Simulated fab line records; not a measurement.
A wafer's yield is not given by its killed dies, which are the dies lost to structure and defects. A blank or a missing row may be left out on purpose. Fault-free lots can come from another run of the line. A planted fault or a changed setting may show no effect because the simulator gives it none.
fab line records + flow n5_finfet
[record]
- lots = 5
- wafers = 15
- last_day = 20
route steps=1938 shown MIM_BOT_ETCH@1869 PASS1_CAP@1873 TV_LITHO@1875
lots that met no fault: taken from a fault-free run of the same line
start_h: hours from the record's opening day to when the first of the lot's shown wafers began + wait_h: hours elapsed since this lot's preceding step + " same as the row above + L1.1+2: a row that stands for several wafers + - no value present, or no start provided + * or withheld: withheld + < > ~ a bound
route shown NAME@n: a module of which the file shows steps, and the number in the route of the first + usual: the fault-free wafers' mean and standard deviation + same: alike in all rows + chamber/n: place in a boat + sites: the reading at each site + _std_site: the standard deviation of these + _edge_site: the outer-site mean with the inner-site mean subtracted + radius_mm: for every site, how far away it sits from the centre of the wafer + mask NAME#n: copy n + behind: the most recent tool/chamber to have shaped the wafer + hold: cause of the lot's hold/its duration in hours/its outcome + device: names the non-switching transistor (n, p or np) + end of line: tests run on the same wafers once the route is complete + a step with no rows: only its recipe + killed: the dies lost at the first sort to structure and to defects; this is not the yield of the wafer + map: per-die view of a wafer (x killed, . not killed, _ where there is no die)
set.NAME: setting as actually run; set.NAME@STEP: the setting as run at that earlier step + model.NAME: the simulator's own value behind a step, which no gauge read
certain route steps with their lots: each step a table, each wafer a row
services: the hour from which a tool's chamber was out of use, counted from the record's first day as start_h (under 0 if before that day), plus the number of hours and why
[[steps]]
[step N5_MIM_BOT_ETCH_STRIP_01]
[recipe]
- chemistry = O2
- power_w = 600
- temp_c = 60
- pressure_mtorr = 30
- rf_frequency_hz = 6e+07
- bias_power_w = 0
- overash_fraction = 0.5
- o2_flow_sccm = 225
[usual]
- drypump_motor_current_A = 5.6/0.48
- oes_product_au = 0.81/0.066
- rf_vpp_V = 3.7/1.4
- showerhead_plenum_p_Torr = 2.14/0.077
- throttle_valve_pct = 16.65/0.12
| lot.wafer | tool        | chamber | start_h | wait_h | drypump_motor_current_A | oes_product_au | rf_hours_counter_h | rf_vpp_V | showerhead_plenum_p_Torr | throttle_valve_pct |
|-----------|-------------|---------|---------|--------|-------------------------|----------------|--------------------|----------|--------------------------|--------------------|
| L427.1    | rie_diel-01 | 3       | 333.77  | 0.1    | 6.3                     | 0.80           | 81                 | 3.5      | 2.04                     | 16.75              |
| L427.2    | "           | 1       | "       | "      | 5.0                     | 0.81           | 87                 | 4.6      | 2.21                     | 16.56              |
| L427.3    | "           | 0       | "       | "      | 5.8                     | 0.77           | 142                | 3.6      | 2.10                     | 16.65              |
| L425.2    | rie_diel-01 | 3       | 335.40  | 0.1    | 6.3                     | 0.83           | 82                 | 4.8      | 2.04                     | 16.75              |
| L425.3    | "           | 2       | "       | "      | 5.3                     | 0.83           | 74                 | 4.2      | 2.21                     | 16.59              |
| L425.6    | "           | 0       | "       | "      | 5.7                     | 0.75           | -                  | 5.3      | 2.10                     | 16.66              |
| L444.1    | rie_diel-01 | 1       | 432.41  | 0.1    | 5.1                     | 0.78           | 123                | 3.1      | 2.19                     | 16.71              |
| L444.3    | "           | 3       | "       | "      | 6.3                     | 0.80           | 118                | 3.1      | 2.03                     | 16.87              |
| L444.5    | "           | 0       | "       | "      | 5.8                     | 0.74           | -                  | 3.2      | 2.09                     | 16.71              |
| L443.2    | rie_diel-04 | 3       | 432.82  | 0.2    | 6.1                     | 0.84           | 83                 | 3.0      | 2.20                     | 16.60              |
| L443.4    | "           | 1       | "       | "      | 5.0                     | 0.79           | 101                | 2.6      | 2.20                     | 16.46              |
| L443.5    | "           | 0       | "       | "      | 5.3                     | 0.77           | -                  | 3.5      | 2.01                     | 16.68              |
| L445.3    | rie_diel-01 | 0       | 457.66  | 0.1    | 5.7                     | 0.72           | 187                | 3.1      | 2.08                     | 16.75              |
| L445.4    | "           | 1       | "       | "      | 5.1                     | 0.78           | 132                | 2.5      | 2.19                     | 16.75              |
| L445.6    | "           | 2       | "       | "      | 5.3                     | 0.77           | -                  | 3.0      | 2.20                     | 16.66              |
[step N5_MIM_BOT_ETCH_STRIP_02]
[recipe]
- chemistry = post_etch_residue_remover
- time_s = 1200
- temp_c = 72.5
[step N5_MIM_BOT_ETCH_CLEAN_05]
[recipe]
- chemistry = IPA
- time_s = 180
- temp_c = 25
[step N5_MIM_BOT_ETCH_SRD_06]
[recipe]
- dry = ipa_marangoni
- time_s = 30
- temp_c = 23
- rinse_liquid = diw
[step N5_PASSIVATION_PECVD_55]
[recipe]
- material = SiO2
- target_thk_a = 4000
- temp_c = 400
- precursor = SiH4/N2O
- pressure_torr = 2.7
- rf_w = 608
- time_s = 22.5
[usual]
- heater_power_w = 634/53
- showerhead_plenum_p_Torr = 8.14/0.083
- throttle_valve_pct = 52.5/2.7
| lot.wafer | tool     | chamber | start_h | wait_h | heater_power_w | showerhead_plenum_p_Torr | throttle_valve_pct |
|-----------|----------|---------|---------|--------|----------------|--------------------------|--------------------|
| L427.1    | pecvd-03 | 2       | 334.27  | 0.0    | 564            | 8.01                     | 51.0               |
| L427.2    | "        | 0       | "       | "      | 599            | 8.13                     | 53.9               |
| L427.3    | "        | 1       | "       | "      | 638            | 8.08                     | 49.6               |
| L425.2    | pecvd-04 | 0       | 335.90  | 0.0    | 654            | 8.26                     | 53.1               |
| L425.3    | "        | 2       | "       | "      | 694            | 8.09                     | 53.7               |
| L425.6    | "        | 2       | "       | "      | 717            | 8.08                     | 53.8               |
| L444.1    | pecvd-01 | 2       | 432.91  | 0.0    | 683            | 8.25                     | 49.3               |
| L444.3    | "        | 1       | "       | "      | 662            | 8.09                     | 59.1               |
| L444.5    | "        | 1       | "       | "      | 674            | 8.11                     | 59.4               |
| L443.2    | pecvd-03 | 0       | 433.32  | 0.0    | 647            | 8.15                     | 54.9               |
| L443.4    | "        | 0       | "       | "      | 667            | 8.13                     | 54.8               |
| L443.5    | "        | 0       | "       | "      | 524            | 8.17                     | 54.7               |
| L445.3    | pecvd-04 | 1       | 458.16  | 0.0    | 584            | 8.14                     | 46.8               |
| L445.4    | "        | 2       | "       | "      | 716            | 8.09                     | 54.6               |
| L445.6    | "        | 0       | "       | "      | 603            | 8.24                     | 53.0               |
[step N5_PASSIVATION_PECVD_01]
[recipe]
- material = SiNx
- target_thk_a = 2000
- temp_c = 400
- precursor = SiH4/NH3/N2
- pressure_torr = 4.9
- rf_w = 1406
- time_s = 43.2
[usual]
- heater_power_w = 361/58
- showerhead_plenum_p_Torr = 8.66/0.058
- throttle_valve_pct = 29.7/1.5
| lot.wafer | tool     | chamber | start_h | wait_h | heater_power_w | showerhead_plenum_p_Torr | throttle_valve_pct |
|-----------|----------|---------|---------|--------|----------------|--------------------------|--------------------|
| L427.1    | pecvd-03 | 2       | 334.31  | 0.0    | 367            | 8.57                     | 28.7               |
| L427.2    | "        | 0       | "       | "      | 350            | 8.67                     | 30.5               |
| L427.3    | "        | 1       | "       | "      | 386            | 8.60                     | 28.5               |
| L425.2    | pecvd-04 | 0       | 335.94  | 0.0    | 331            | 8.74                     | 30.0               |
| L425.3    | "        | 2       | "       | "      | 465            | 8.60                     | 30.5               |
| L425.6    | "        | 2       | "       | "      | 453            | 8.61                     | 30.5               |
| L444.1    | pecvd-01 | 2       | 432.95  | 0.0    | 348            | 8.74                     | 27.9               |
| L444.3    | "        | 1       | "       | "      | 384            | 8.64                     | 33.3               |
| L444.5    | "        | 1       | "       | "      | 392            | 8.63                     | 33.5               |
| L443.2    | pecvd-03 | 0       | 433.37  | 0.0    | 381            | 8.67                     | 30.9               |
| L443.4    | "        | 0       | "       | "      | 375            | 8.67                     | 31.1               |
| L443.5    | "        | 0       | "       | "      | 387            | 8.67                     | 30.9               |
| L445.3    | pecvd-04 | 1       | 458.19  | 0.0    | 313            | 8.68                     | 26.2               |
| L445.4    | "        | 2       | "       | "      | 470            | 8.61                     | 30.8               |
| L445.6    | "        | 0       | "       | "      | 323            | 8.73                     | 29.8               |
[step N5_PASSIVATION_HMDS_03]
[recipe]
- time_s = 60
- temp_c = 120
[step N5_PASSIVATION_COAT_04]
[recipe]
- spin_rpm = *
- resist_thk_nm = *
[step N5_PASSIVATION_EBR_06]
[recipe]
- solvent = PGMEA
- ebr_width_mm = 1.5
[step N5_PASSIVATION_SOFTBAKE_05]
[recipe]
- temp_c = 100
- time_s = 90
[step N5_PASSIVATION_EXPOSE_07]
[recipe]
- mask_id = TV
- na = 0.55
- source_shape = conventional
- sigma_outer = 0.8
- polarization = unpolarized
- defocus_nm = 0
- target_cd_nm = 3000
- dose_mj = 22.75
[step N5_PASSIVATION_PEB_08]
[recipe]
- peb_temp_c = withheld
- peb_time_s = *
[step N5_PASSIVATION_DEVELOP_09]
[recipe]
- develop_time_s = 60
- rinse_liquid = diw
- dry = air_spin
- dev_temp_c = 21
[usual]
- chill_plate_temp_C = 22.96/0.096
| lot.wafer | tool           | chamber | start_h | wait_h | chill_plate_temp_C |
|-----------|----------------|---------|---------|--------|--------------------|
| L427.1    | litho_track-01 | 0       | 335.94  | -      | 22.82              |
| L427.2    | "              | 0       | "       | "      | 23.08              |
| L427.3    | "              | 0       | "       | "      | 22.97              |
| L425.2    | litho_track-05 | 0       | 336.22  | -      | 23.03              |
| L425.3    | "              | 0       | "       | "      | 22.91              |
| L425.6    | "              | 0       | "       | "      | 22.93              |
| L444.1    | litho_track-03 | 0       | 434.96  | -      | 23.01              |
| L444.3    | "              | 0       | "       | "      | 22.95              |
| L444.5    | "              | 0       | "       | "      | 22.96              |
| L443.2    | litho_track-01 | 0       | 434.99  | -      | 23.23              |
| L443.4    | "              | 0       | "       | "      | 22.92              |
| L443.5    | "              | 0       | "       | "      | 22.81              |
| L445.3    | litho_track-05 | 0       | 460.34  | -      | 22.86              |
| L445.4    | "              | 0       | "       | "      | 22.98              |
| L445.6    | "              | 0       | "       | "      | 22.90              |
[step N5_PASSIVATION_HARDBAKE_11]
[recipe]
- temp_c = 130
- time_s = 120
[step N5_PASSIVATION_CD_MEAS_10]
[recipe]
- target_cd_nm = 3000
- landing_energy_ev = 500
- detector = se_inlens
[usual]
- cd_nm = 2999.8/1.5
| lot.wafer | tool      | chamber | start_h | wait_h | cd_nm  |
|-----------|-----------|---------|---------|--------|--------|
| L427.1    | cd_sem-02 | 0       | 336.06  | -      | 2999.4 |
| L427.2    | "         | 0       | "       | "      | 3000.5 |
| L427.3    | "         | 0       | "       | "      | 3000.6 |
| L425.2    | cd_sem-02 | 0       | 336.33  | -      | 3000.3 |
| L425.3    | "         | 0       | "       | "      | 3000.1 |
| L425.6    | "         | 0       | "       | "      | 3000.9 |
| L444.1    | cd_sem-02 | 0       | 435.07  | -      | 2999.3 |
| L444.3    | "         | 0       | "       | "      | 3000.2 |
| L444.5    | "         | 0       | "       | "      | 2999.6 |
| L443.2    | cd_sem-01 | 0       | 435.11  | -      | 2994.9 |
| L443.4    | "         | 0       | "       | "      | 2993.7 |
| L443.5    | "         | 0       | "       | "      | 2996.8 |
| L445.3    | cd_sem-03 | 0       | 460.45  | -      | 3000.7 |
| L445.4    | "         | 0       | "       | "      | 3001.4 |
| L445.6    | "         | 0       | "       | "      | 3002.6 |
[step N5_PASSIVATION_OVL_MEAS_60]
[recipe]
- points_per_wafer = 44
[usual]
- TV_OVL = 0/6.6
| lot.wafer | tool       | chamber | start_h | wait_h | TV_OVL[nm] |
|-----------|------------|---------|---------|--------|------------|
| L427.1    | overlay-02 | 0       | 336.09  | 0.0    | 6          |
| L427.2    | "          | 0       | "       | "      | -4         |
| L427.3    | "          | 0       | "       | "      | -2         |
| L425.2    | overlay-01 | 0       | 336.36  | 0.0    | -3         |
| L425.3    | "          | 0       | "       | "      | 3          |
| L425.6    | "          | 0       | "       | "      | -1         |
| L444.1    | overlay-02 | 0       | 435.10  | 0.0    | -14        |
| L444.3    | "          | 0       | "       | "      | -7         |
| L444.5    | "          | 0       | "       | "      | -3         |
| L443.2    | overlay-02 | 0       | 435.14  | 0.0    | -5         |
| L443.4    | "          | 0       | "       | "      | -13        |
| L443.5    | "          | 0       | "       | "      | -8         |
| L445.3    | overlay-02 | 0       | 460.48  | 0.0    | 3          |
| L445.4    | "          | 0       | "       | "      | 5          |
| L445.6    | "          | 0       | "       | "      | 2          |
[[services]]
| tool     | chamber | start_h | hours | kind                          |
|----------|---------|---------|-------|-------------------------------|
| pecvd-03 | 2       | 318.15  | 4.3   | repair                        |
| pecvd-01 | 0       | 353.33  | 2.1   | scheduled_down                |
| pecvd-03 | -       | 363.53  | 2.8   | pm                            |
| pecvd-03 | 0       | 370.12  | 2.1   | scheduled_down                |
| pecvd-01 | 1       | 370.45  | 5.5   | scheduled_down                |
| pecvd-04 | 1       | 383.62  | -     | clean                         |
| pecvd-04 | 1       | 383.62  | -     | consumable_replace:showerhead |
| pecvd-04 | 1       | 383.62  | 29.0  | scheduled_down                |
| pecvd-04 | 1       | 383.62  | 29.0  | vent_cycle                    |
| pecvd-01 | -       | 411.46  | 2.8   | pm                            |
| pecvd-04 | 0       | 416.56  | 4.7   | repair                        |
| pecvd-04 | 2       | 424.58  | 5.5   | scheduled_down                |
| pecvd-03 | 2       | 425.87  | 28.7  | repair                        |
[[key]]
[first_sign]
- step = N5_PASSIVATION_CD_MEAS_10
- reading = cd_nm
- direction = down
- sigmas = 3.7
- usual = 2999.8
- struck = 2994.3
effect none on later readings
met_at N5_PASSIVATION_DEVELOP_09
struck_wafers L443.2,L443.4
onset_between 335.94 434.99
[fault]
- kind = process_parameter_drift
- tool = litho_track-01
- chamber = -
- onset_h = 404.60
- steps = N5_PASSIVATION_DEVELOP_09
- channel = develop_time_s
- offset = *
- shape = step
- end_h = 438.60
- scope = struck_wafers_only
- acts_in = *
- stated = *
